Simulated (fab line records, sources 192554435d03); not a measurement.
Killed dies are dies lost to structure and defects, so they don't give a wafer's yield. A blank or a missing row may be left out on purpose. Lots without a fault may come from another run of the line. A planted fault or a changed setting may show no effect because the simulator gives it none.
Split-lot experiment | flow n5_finfet | 7 lots, 21 wafers read, on a route of 1938 steps

THE SPLIT
At N5_BEOL_M4_ILD_DEP_00 (deposits SiOC from DEMS/O2, target thk 79 nm, time 15.3 s), the setting time_s was moved away from the recipe's 15.3 s on 8 of the 21 wafers read, by -11.7% to +5.2%. The other wafers ran this setting at the recipe's value.

The file shows no step between the split and the reading.

THE READING
M4_ILD_THK, in nm, at N5_BEOL_M4_THK_MEAS_01. Fault-free wafers of this fab line usually give 79.0 nm, standard deviation 1.1 nm.

wafer  | tool, chamber at the split | time_s as run, s | against the recipe | M4_ILD_THK, nm | against lot-mates on the recipe
L074.3 | pecvd-03, 2                | 15.3             | recipe             | 78.0           | -
L074.4 | pecvd-03, 2                | 15.3             | recipe             | 79.7           | -
L074.6 | pecvd-03, 1                | 15.3             | recipe             | 81.2           | -
L076.1 | pecvd-03, 1                | 14.68            | -4.1%              | 75.3           | -4.7
L076.3 | pecvd-03, 1                | 14.68            | -4.1%              | 77.3           | -2.7
L076.4 | pecvd-03, 0                | 15.3             | recipe             | 80.0           | -
L085.1 | pecvd-02, 0                | 13.51            | -11.7%             | 67.8           | -11.7
L085.2 | pecvd-02, 1                | 13.51            | -11.7%             | 68.6           | -10.9
L085.6 | pecvd-02, 0                | 15.3             | recipe             | 79.5           | -
L086.1 | pecvd-03, 2                | 15.3             | recipe             | 77.9           | -
L086.4 | pecvd-03, 0,1              | 13.92            | -9.0%              | 72.7           | -5.2
L086.6 | pecvd-03, 0,1              | 13.92            | -9.0%              | 72.6           | -5.3
L089.1 | pecvd-01, 0                | 15.3             | recipe             | 78.9           | -
L089.4 | pecvd-01, 1                | 15.3             | recipe             | 79.5           | -
L089.6 | pecvd-01, 2                | 14.32            | -6.4%              | 75.3           | -3.9
L090.1 | pecvd-03, 1                | 16.1             | +5.2%              | 80.7           | +2.4
L090.3 | pecvd-03, 2                | 15.3             | recipe             | 77.8           | -
L090.6 | pecvd-03, 2                | 15.3             | recipe             | 78.8           | -
L093.4 | pecvd-02, 0                | 15.3             | recipe             | 79.4           | -
L093.5 | pecvd-02, 2                | 15.3             | recipe             | 79.7           | -
L093.6 | pecvd-02, 1                | 15.3             | recipe             | 81.7           | -
Where a row lists several chambers, the file gives one row for several wafers and doesn't say which wafer went through which chamber.

THE FIT
A straight line over all 21 wafers: M4_ILD_THK changes by +0.803 nm for each +1% of time_s; r = +0.94; the points scatter about the line by 1.3 nm.
The same after taking each lot's own level away (the mean of its wafers on the recipe; 21 wafers): +0.783 nm for each +1%; r = +0.94; scatter 1.3 nm.
On that fit, the largest move of time_s shifts the reading by 9.2 nm.
The lots' own levels span 77.90 to 80.27 nm, that is 2.2 times the standard deviation above.
So the lot-to-lot level changes the slope little: the two slopes agree.
Check: with one of the wafers moved furthest among these (-11.7%) left out of the fit, the line predicts -8.44 nm for it against its lot-mates. It came out at -11.7 nm against them.

OTHER SPLITS ON THESE WAFERS
These wafers also went through other splits before the reading. Each is held against what the fit with the lots' levels taken away leaves over:
other split on the same wafers | wafers away from the commonest value | r with M4_ILD_THK (lot level and that fit taken away)
N5_BEOL_M2_ETCH_74 source_w    | 5                                    | +0.29
N5_BEOL_M3_ILD_DEP_00 time_s   | 5                                    | -0.39
N5_BEOL_M3_PECVD_72 time_s     | 6                                    | -0.01

THE WHOLE CHAIN: every reading that the file lists as answering this split, in the file's order
step                   | what it does                                              | reading                                                                            | change (the file's fit)               | r (the file's)
N5_BEOL_M4_ILD_DEP_00  | deposits SiOC from DEMS/O2, target thk 79 nm, time 15.3 s | SiOC_of_BEOL_M4_ILD_DEP_00.thk_nm (the simulator's own value, which no gauge read) | +0.767 nm for each +1% of the setting | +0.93
N5_BEOL_M4_THK_MEAS_01 |                                                           | M4_ILD_THK                                                                         | +0.766 for each +1% of the setting    | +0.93

THE FILE'S OWN FIT
M4_ILD_THK changes by +0.766 nm for each +1% of time_s, r = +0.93.
